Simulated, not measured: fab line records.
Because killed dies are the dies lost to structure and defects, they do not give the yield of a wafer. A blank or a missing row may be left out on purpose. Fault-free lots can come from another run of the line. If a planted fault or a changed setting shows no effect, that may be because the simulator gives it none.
Problem report in the 8D (eight disciplines) form, filled by code + flow n5 finfet + the parts of the form that need people (team, actions taken, sign-off) are left out

1. WHAT IS WRONG
exposure dose mJ cm2 at N5_MOL_CONTACT_COAG_EXPOSE_05 reads a mean of 38.76 on 6 wafers of 2 lots; wafers without a fault read 38.13 with a standard deviation of 0.037. Measured from the usual mean, that is +17 standard deviations.
The step: exposes mask CA, defocus 0 nm.
Seen first at day 8 22:18 on euv scanner-01, wafer L381.3. The record holds 30 wafers of 10 lots with a number at this step. By rule, "out" or "out of limits" means more than 4 standard deviations away from the usual mean. All remaining wafers that have a number are taken as sound.

2. WHAT IT IS, AND WHAT IT ISN'T
| question                    | is                     | is not                                                                    |
|-----------------------------|------------------------|---------------------------------------------------------------------------|
| which readings at this step | exposure dose mJ cm2   | -                                                                         |
| which lots                  | L381, L382             | L365, L366, L367, L368, L369, L370, L383, L386                            |
| which wafers of those lots  | all that have a number | -                                                                         |
| read on which tools         | euv scanner-01         | euv scanner-02                                                            |
| when                        | from day 8 22:18       | up to then (18 sound wafers); but 6 sound wafers of L383, L386 came after |

3. SUSPECTS, AND WHAT RULES EACH OUT
Counting: a tool stays on the suspect list if, at a process step up to the reading, it processed all lots that are out and no sound lot following the first of them.
- ald sin-04 at N5_GATE_CUT_ALD_22 (deposits SiNx, target thk 16 nm, pulse time 1 s, ald cycles 320): ruled out as a lasting fault. The sound lots L386 went through it after L381, its earliest lot that is out (day 8 19:17).
- euv scanner-01 at N5_MOL_CONTACT_COAG_EXPOSE_05 (exposes mask CA, defocus 0 nm): kept. It processed each lot that is out, first L381 at day 8 22:18, and no sound lot thereafter; up to then, the last sound lot it processed was L370 at day 6 09:08. On those wafers its own readings are out: exposure dose mJ cm2.
Remaining after the count: euv scanner-01 at N5_MOL_CONTACT_COAG_EXPOSE_05.

4. THE CAUSE (what the simulator had put in)
Process parameters drifting: euv scanner-01 at N5_MOL_CONTACT_COAG_EXPOSE_05, beginning at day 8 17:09. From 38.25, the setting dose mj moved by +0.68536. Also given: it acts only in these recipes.
Only this tool survived the counting.

5. SEQUENCE OF EFFECTS, ordered by route
One row per reading whose mean, taken over the struck wafers that have a number, lies over 3 standard deviations from the usual. Only readings whose record carries a usual standard deviation are examined. hours: median over the lots of the time between each lot's start at the first step of this table that gives one and its start at this step. sigmas: the change, counted in usual standard deviations.
| hours | step                          | reading              | usual | on struck wafers | change | sigmas |
|-------|-------------------------------|----------------------|-------|------------------|--------|--------|
| 0     | N5_MOL_CONTACT_COAG_EXPOSE_05 | exposure dose mJ cm2 | 38.13 | 38.76            | +0.63  | +17    |
Here are the process steps it includes:
- N5_MOL_CONTACT_COAG_EXPOSE_05: exposes mask CA, defocus 0 nm.
Later steps that measure or inspect, where all struck wafers having a row at the step show a number for every such reading and not one has moved that far: N5_BEOL_M4_RC_MEAS_101.

6. WHAT WOULD HAVE CAUGHT IT SOONER
In this record the first reading out of limits was taken at day 8 22:18, 5 hours after the fault began at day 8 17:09.
